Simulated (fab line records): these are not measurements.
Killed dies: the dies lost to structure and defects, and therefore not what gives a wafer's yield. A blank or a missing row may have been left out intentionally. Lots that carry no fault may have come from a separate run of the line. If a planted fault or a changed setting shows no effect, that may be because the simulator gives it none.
Chamber matching ; flow nandHarc ; 4 sister chambers for NHARC_P_GATE_DESCUM_61 on rieDiel-11
The step chemistry O2, time 3 s. 20 wafers are shown with their chamber, then 10 later ones without.

## WAFERS PAIRED WITH THEIR CHAMBERS
wafer;chamber;drypumpMotorCurrentA (A);oesProductAu (a.u.);throttleValvePct (%)
L075.2;2;5.19;0.980;11.319
L075.3;1;5.76;0.990;11.322
L075.4;0;5.62;1.015;11.318
L076.1;3;5.12;0.989;11.330
L076.2;1;5.78;0.985;11.306
L076.4;0;5.60;1.016;11.307
L077.2;0;5.63;1.018;11.315
L077.3;2;5.19;0.991;11.311
L077.5;0;5.62;1.008;11.309
L084.1;2;5.20;0.985;11.309
L084.4;0;5.63;1.001;11.292
L084.5;3;5.14;1.000;11.306
L085.2;2;5.17;0.979;11.314
L085.3;0;5.63;0.997;11.311
L085.6;2;5.17;0.985;11.299
L086.3;3;5.11;1.012;11.324
L086.4;2;5.20;0.992;11.322
L086.5;0;5.65;1.005;11.305
L088.1;2;5.20;1.003;11.308
L088.4;3;5.12;1.000;11.316

SIGNATURES (means of the wafers above)
reading;chamber 0;chamber 1;chamber 2;chamber 3;scatter within a chamber
drypumpMotorCurrentA;5.6257;5.7700;5.1886;5.1225;0.014
oesProductAu;1.00857;0.98750;0.98786;1.00025;0.00822
throttleValvePct;11.30814;11.31400;11.31171;11.31900;0.00875
Rule: for each reading, subtract the chamber's mean from the wafer's reading, divide by that reading's scatter and square the result; add these up over the readings and take the root, which gives the wafer's distance from the chamber. If the next closest chamber is less than 2 further off than the closest, the wafer can't be placed; otherwise it belongs to the closest. The scatter: the root of (the sum of the squares of (reading less its chamber's mean) over the shown wafers, divided by (wafers less chambers)).

## WAFERS WITH NO CHAMBER GIVEN
wafer;drypumpMotorCurrentA (A);oesProductAu (a.u.);throttleValvePct (%)
L088.5;5.66;1.020;11.305
L091.2;5.77;1.001;11.308
L091.3;5.14;0.997;11.297
L091.4;5.22;0.995;11.310
L095.2;5.60;1.028;11.301
L095.3;5.19;0.998;11.309
L095.6;5.11;0.996;11.316
L097.2;5.13;1.004;11.315
L097.3;5.61;1.014;11.314
L097.5;5.13;0.996;11.313

## EACH ONE'S CHAMBER
wafer;from the rows above;in truth
L088.5;0;0
L091.2;1;1
L091.3;can't be placed: 3 or 2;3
L091.4;2;2
L095.2;0;0
L095.3;2;2
L095.6;3;3
L097.2;3;3
L097.3;0;0
L097.5;3;3
Placed correctly: 9 of 10. These rows do not allow placing 1 (true chamber among the candidates in 1). Placed wrongly: 0.
